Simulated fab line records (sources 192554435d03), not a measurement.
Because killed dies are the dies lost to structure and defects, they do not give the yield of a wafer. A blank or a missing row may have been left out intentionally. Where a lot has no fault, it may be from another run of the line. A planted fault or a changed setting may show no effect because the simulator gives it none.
Struck lot and sound lot, side by side || flow n5-finfet || 15 out of 1938 route steps
Sound: wafers L814.2, L814.3, L814.5. Struck: wafer L826.2. (L826.3, L826.5 of the same lot were not struck and are left out.) The cause comes at the end.
At each step with rows: each side's tool, then ch and its chambers, then its first start. Under that, the readings that differ: sound wafers || struck wafers || difference of the means || sigmas: that difference in standard deviations of wafers without a fault.
alike: same words and numbers on both sides, and readings whose means sit less than 2 such deviations apart. not compared: any withheld reading, any reading some wafer has no value for, any bound like >300 that may hide the same value, and any number with overlapping values for which the record gives no deviation.
The two part at a step that has a row with sigmas, a row that says differs or no value, or rows on one side only. Numbers that don't overlap but have no deviation are shown without sigmas and don't part them. A reading missing from all wafers of one side parts the sides only when that side holds two or more wafers.

N5_ZERO_LAYER_PECVD_02: deposits SiO2 from SiH4/N2O, target thk 10 nm, time 6 s.
  sound on pecvd-03 ch 0,1, day 2 06:17; struck on pecvd-03 ch 1, day 5 06:17
  alike: heater-power-w, showerhead-plenum-p-Torr
  not compared: since-wet-clean-h
then, 8 steps without rows for these wafers: N5_ZERO_LAYER_HMDS_04 (time 60 s); N5_ZERO_LAYER_COAT_05 (resist thk 1000 nm); N5_ZERO_LAYER_EBR_07; N5_ZERO_LAYER_SOFTBAKE_06 (time 90 s); N5_ZERO_LAYER_EXPOSE_08 (exposes mask ZERO, defocus 0 nm, target cd 2000 nm); N5_ZERO_LAYER_PEB_09; N5_ZERO_LAYER_DEVELOP_10 (develop time 60 s); N5_ZERO_LAYER_HARDBAKE_23 (time 120 s).
N5_ZERO_LAYER_CD_MEAS_11: target cd 2000 nm.
  sound on cd-sem-02 ch 0, day 2 06:48; struck on cd-sem-02 ch 0, day 5 06:38
  alike: cd-nm
N5_ZERO_LAYER_DESCUM_16: chemistry O2, time 7.9 s.
  sound on rie-diel-01 ch 0,1,3, day 2 06:59; struck on rie-diel-03 ch 1, day 5 06:41
  alike: drypump-motor-current-A, oes-product-au, rf-vpp-V, showerhead-plenum-p-Torr, throttle-valve-pct
  not compared: rf-hours-counter-h
N5_ZERO_LAYER_ETCH_17: etches SiO2 in CF4, target depth 12 nm, time 13.3 s.
  sound on rie-diel-01 ch 0,1,3, day 2 07:01; struck on rie-diel-03 ch 1, day 5 06:43
{"reading": "drypump-motor-current-A (A)", "sound": "5.3 6.1 6.4", "struck": 5.1, "difference": -0.8, "sigmas": -2}
{"reading": "oes-product-au (a.u.)", "sound": "0.79 0.78 0.77", "struck": 0.68, "difference": -0.10, "sigmas": -2}
  alike: rf-vpp-V, showerhead-plenum-p-Torr, throttle-valve-pct
  not compared: rf-hours-counter-h
N5_ZERO_LAYER_ETCH_18: etches Si in HBr/Cl2, target depth 120 nm, time 40 s.
  sound on rie-si-01 ch 0,3, day 2 07:05; struck on rie-si-04 ch 0, day 5 06:47
{"reading": "oes-product-au (a.u.)", "sound": "1.012 0.988 1.015", "struck": 0.972, "difference": -0.033, "sigmas": -3}
{"reading": "throttle-valve-pct (%)", "sound": "37.2 36.3 37.2", "struck": 35.9, "difference": -1.0, "sigmas": -3}
{"reading": "model.etch.depth-nm (nm)", "sound": "120.9 125.1 119.6", "struck": 78.01, "difference": -43.86, "sigmas": ""}
{"reading": "model.ZERO_LAYER.feature-depth-nm (nm)", "sound": "120.9 125.1 119.6", "struck": 78.01, "difference": -43.86, "sigmas": ""}
{"reading": "model.coat_of_ZERO_LAYER_COAT_05.thk-nm (nm)", "sound": "930.7 931.4 934.6", "struck": 946.1, "difference": "+13.9", "sigmas": ""}
  alike: drypump-motor-current-A
  not compared: rf-hours-counter-h
N5_ZERO_LAYER_STRIP_24: strips in O2.
  sound on plasma-asher-02 ch 0,1, day 2 07:11; struck on plasma-asher-01 ch 1, day 5 06:53
{"reading": "strip-time-to-endpoint-s (s)", "sound": "43.87 43.88 43.98", "struck": 44.32, "difference": "+0.41", "sigmas": "+5"}
  alike: drypump-motor-current-A, heater-power-w, oes-product-au
  not compared: rf-hours-counter-h
then, 1 step without rows for these wafers: N5_ZERO_LAYER_STRIP_19 (strips in SPM, time 900 s).

WHERE THEY PART
Last at N5_ZERO_LAYER_STRIP_24 as far as this record goes, first at N5_ZERO_LAYER_ETCH_17.

WHY: what the simulator had put in
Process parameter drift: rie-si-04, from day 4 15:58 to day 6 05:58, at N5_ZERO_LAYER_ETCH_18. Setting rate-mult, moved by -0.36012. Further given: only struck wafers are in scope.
